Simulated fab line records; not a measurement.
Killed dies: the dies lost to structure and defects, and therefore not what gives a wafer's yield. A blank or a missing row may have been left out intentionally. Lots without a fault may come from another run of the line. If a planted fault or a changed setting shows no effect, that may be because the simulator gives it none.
Chamber matching ; flow n5 finfet ; 3 sister chambers for N5_BEOL_M8_CURE_74 on uv cure-01
The step cures SiCOH lowk, time 240 s. 3 wafers are shown with their chamber, then 12 later ones without.

## WAFERS, EACH WITH ITS CHAMBER
wafer;chamber;wafer_temp_C_max
L083.4;1;387.5
L089.6;0;387.3
L091.4;2;387.1

## WAFERS WHOSE CHAMBER IS MISSING
wafer;wafer_temp_C_max
L091.2;387.6
L091.5;386.8
L091.6;387.0
L090.1;386.9
L090.4;386.6
L090.6;387.1
L090.2;387.3
L090.3;387.3
L090.5;386.6
L092.2;387.4
L092.4;386.7
L092.5;387.3

## CHAMBER TAKEN BY EACH
wafer;from the rows above;in truth
L091.2;can't be placed: 1 or 0 or 2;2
L091.5;can't be placed: 2 or 0 or 1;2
L091.6;can't be placed: 2 or 0 or 1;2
L090.1;can't be placed: 2 or 0 or 1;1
L090.4;can't be placed: 2 or 0 or 1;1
L090.6;can't be placed: 2 or 0 or 1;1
L090.2;can't be placed: 0 or 1 or 2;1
L090.3;can't be placed: 0 or 1 or 2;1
L090.5;can't be placed: 2 or 0 or 1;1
L092.2;can't be placed: 0 or 1 or 2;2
L092.4;can't be placed: 2 or 0 or 1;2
L092.5;can't be placed: 0 or 1 or 2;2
0 of 12 placed correctly. These rows do not allow placing 12 (true chamber among the candidates in 12). Wrongly placed: 0.
How it was worked out, from the rows above alone: a wafer's distance from a chamber is the root of the sum, over the readings, of the square of ((its reading less the chamber's mean) divided by the reading's scatter). If the next closest chamber is less than 2 further off than the closest, the wafer can't be placed; otherwise it belongs to the closest. The mean given for a chamber averages the wafers shown for that chamber. The scatter: with one shown wafer a chamber, the root of the mean of the squares of how far each hidden wafer lies from its nearest shown one.
